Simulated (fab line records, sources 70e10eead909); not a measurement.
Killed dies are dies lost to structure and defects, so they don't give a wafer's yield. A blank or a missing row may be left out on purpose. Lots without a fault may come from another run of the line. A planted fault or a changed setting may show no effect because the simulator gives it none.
Which tool did it? | flow nand_harc | 11 lots, 32 wafers sampled, at 5 steps of a route of 1159

WHAT THE GAUGES READ, wafer by wafer
NHARC_END_SORT_01.
lot  | measured     | on        | defect_limited_yield (%)
L107 | day 21 23:18 | prober-01 | 94.7 93.5 95.0

WHICH TOOL RAN EACH LOT (tool, then ch and the chambers of the sampled wafers, then the start)
lot  | NHARC_A_M1_ETCH_35                 | NHARC_A_M1_PVD_20                       | NHARC_A_M1_ANNEAL_31             | NHARC_A_M1_DEP_33
L101 | rie_diel-10 ch 0,2,3, day 17 23:44 | pvd_sputter-01, day 18 01:23 or earlier | rtp_anneal-01 ch 0, day 18 01:23 | pecvd-02 ch 0,1,2, day 18 02:23
L999 | rie_diel-10 ch 1,2,3, day 18 00:50 | pvd_sputter-03, day 18 02:32 or earlier | rtp_anneal-02 ch 0, day 18 02:32 | pecvd-04 ch 0,1,2, day 18 03:30
L103 | rie_diel-01 ch 1,2,3, day 18 02:03 | pvd_sputter-01, day 18 03:44 or earlier | rtp_anneal-01 ch 0, day 18 03:44 | pecvd-04 ch 0,1,2, day 18 04:43
L102 | rie_diel-09 ch 0,2,3, day 18 05:11 | pvd_sputter-02, day 18 06:52 or earlier | rtp_anneal-01 ch 0, day 18 06:52 | pecvd-02 ch 1,2, day 18 07:49
L104 | rie_diel-01 ch 0,1,2, day 19 05:47 | pvd_sputter-03, day 19 07:32 or earlier | rtp_anneal-02 ch 0, day 19 07:32 | pecvd-02 ch 0,1,2, day 19 08:32
L105 | rie_diel-01 ch 2,3, day 19 18:20   | pvd_sputter-02, day 19 20:23 or earlier | rtp_anneal-02 ch 0, day 19 20:23 | pecvd-04 ch 0,1, day 19 21:23
L107 | rie_diel-01 ch 2,3, day 20 04:29   | pvd_sputter-01, day 20 06:35 or earlier | rtp_anneal-01 ch 0, day 20 06:35 | pecvd-04 ch 0,1,2, day 20 07:32
L108 | rie_diel-09 ch 0,3, day 20 14:53   | pvd_sputter-01, day 20 16:42 or earlier | rtp_anneal-02 ch 0, day 20 16:42 | pecvd-04 ch 0,2, day 20 17:41
L109 | rie_diel-10 ch 0,2,3, day 20 15:02 | pvd_sputter-02, day 20 17:04 or earlier | rtp_anneal-02 ch 0, day 20 17:04 | pecvd-04 ch 0,1, day 20 18:04
L112 | rie_diel-10 ch 0,2, day 22 00:01   | pvd_sputter-02, day 22 01:56 or earlier | rtp_anneal-02 ch 0, day 22 01:56 | pecvd-03 ch 1,2, day 22 02:59
L120 | rie_diel-10 ch 0,1,3, day 23 11:49 | pvd_sputter-01, day 23 13:36 or earlier | rtp_anneal-02 ch 0, day 23 13:36 | pecvd-02 ch 1,2, day 23 14:34
- NHARC_A_M1_ETCH_35: etches the open film in N2/H2, target depth 40 nm, overetch 12 nm, time 43.94 s.
- NHARC_A_M1_PVD_20: deposits TaN, target thk 5 nm, time 8.06 s.
- NHARC_A_M1_ANNEAL_31: time 90 s.
- NHARC_A_M1_DEP_33: deposits SiCN, target thk 30 nm.

THE ANSWER, worked out from the rows above alone
Rule: what is usual is taken from the lots themselves. Put in order of their means at a reading, lots are off if they are a third of the lots or fewer, leave a main group of 4 or more, and stand apart from it by a gap of 3 or more times the standard deviation of the main group's means; of several such gaps the widest counts. A main group whose means are all the same, to the digits that the tables above print for the reading, isn't used. A lot without any number at a reading at which 4 lots or more have one is off too. The other lots that the step has rows for count as sound.
No lot is off at any reading shown: from this, nothing can be told.

WHAT THE SIMULATOR HAD PUT IN
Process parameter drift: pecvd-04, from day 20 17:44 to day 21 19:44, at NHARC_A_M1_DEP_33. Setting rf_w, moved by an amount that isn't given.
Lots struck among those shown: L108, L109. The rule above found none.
